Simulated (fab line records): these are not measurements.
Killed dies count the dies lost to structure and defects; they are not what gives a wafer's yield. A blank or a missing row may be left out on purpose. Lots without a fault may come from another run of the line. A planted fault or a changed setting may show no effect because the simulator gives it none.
Chamber matching | flow n5 finfet | rie diel-01 running N5_BEOL_M5_STRIP_64: 4 sister chambers
The step strips in CF4. 22 wafers are shown with their chamber, then 11 later ones without.

== WAFERS PAIRED WITH THEIR CHAMBERS ==
wafer  | chamber | drypump motor current A (A) | showerhead plenum p Torr (Torr) | oes product au (a.u.)
L075.1 | 0       | 6.0                         | 1.79                            | 0.73
L075.4 | 1       | 5.7                         | 1.70                            | 0.67
L075.5 | 1       | 5.7                         | 1.70                            | 0.67
L078.1 | 0       | 6.0                         | 1.79                            | 0.74
L078.5 | 0       | 6.0                         | 1.79                            | 0.73
L078.6 | 3       | 6.3                         | 1.73                            | 0.75
L080.3 | 0       | 6.0                         | 1.79                            | 0.73
L080.4 | 1       | 5.7                         | 1.70                            | 0.66
L080.5 | 2       | 5.6                         | 1.74                            | 0.85
L083.2 | 1       | 5.7                         | 1.70                            | 0.66
L083.3 | 0       | 6.0                         | 1.78                            | 0.73
L083.5 | 1       | 5.7                         | 1.70                            | 0.66
L084.2 | 0       | 6.0                         | 1.78                            | 0.72
L084.3 | 2       | 5.6                         | 1.74                            | 0.84
L084.5 | 2       | 5.6                         | 1.74                            | 0.84
L086.2 | 2       | 5.6                         | 1.74                            | 0.83
L086.3 | 3       | 6.3                         | 1.73                            | 0.74
L086.6 | 3       | 6.3                         | 1.73                            | 0.74
L087.1 | 3       | 6.3                         | 1.73                            | 0.73
L087.5 | 3       | 6.3                         | 1.73                            | 0.73
L087.6 | 2       | 5.6                         | 1.73                            | 0.82
L091.2 | 3       | 6.4                         | 1.73                            | 0.73

SIGNATURES (averages over the wafers above)
reading                  | chamber 0 | chamber 1 | chamber 2 | chamber 3 | scatter within a chamber
drypump motor current A  | 6.000     | 5.700     | 5.600     | 6.317     | 0.0215
showerhead plenum p Torr | 1.7867    | 1.7000    | 1.7380    | 1.7300    | 0.00344
oes product au           | 0.7300    | 0.6640    | 0.8360    | 0.7367    | 0.00807
Rule: for each reading, subtract the chamber's mean from the wafer's reading, divide by that reading's scatter and square the result; add these up over the readings and take the root, which gives the wafer's distance from the chamber. If the next closest chamber is less than 2 further off than the closest, the wafer can't be placed; otherwise it belongs to the closest. The scatter is the square root of a quotient: the sum, over the shown wafers, of each reading's squared deviation from its chamber's mean, divided by wafers minus chambers.

== WAFERS MISSING THEIR CHAMBER ==
wafer  | drypump motor current A (A) | showerhead plenum p Torr (Torr) | oes product au (a.u.)
L091.4 | 6.0                         | 1.78                            | 0.72
L091.6 | 5.6                         | 1.73                            | 0.82
L095.2 | 5.6                         | 1.73                            | 0.81
L095.5 | 6.0                         | 1.78                            | 0.71
L095.6 | 5.7                         | 1.90                            | 0.90
L096.2 | 5.7                         | 1.90                            | 0.90
L096.4 | 6.3                         | 1.72                            | 0.72
L096.5 | 5.7                         | 1.90                            | 0.91
L097.3 | 6.0                         | 1.78                            | 0.71
L097.4 | 5.7                         | 1.90                            | 0.91
L097.5 | 5.6                         | 1.73                            | 0.81

== EACH ONE'S CHAMBER ==
wafer  | from the rows above | in truth
L091.4 | 0                   | 0
L091.6 | 2                   | 2
L095.2 | 2                   | 2
L095.5 | 0                   | 0
L095.6 | 0                   | 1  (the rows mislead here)
L096.2 | 0                   | 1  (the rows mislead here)
L096.4 | 3                   | 3
L096.5 | 0                   | 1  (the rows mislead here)
L097.3 | 0                   | 0
L097.4 | 0                   | 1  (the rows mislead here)
L097.5 | 2                   | 2
7 of 11 placed correctly. From these rows, 0 cannot be placed. Placed wrongly: 4.
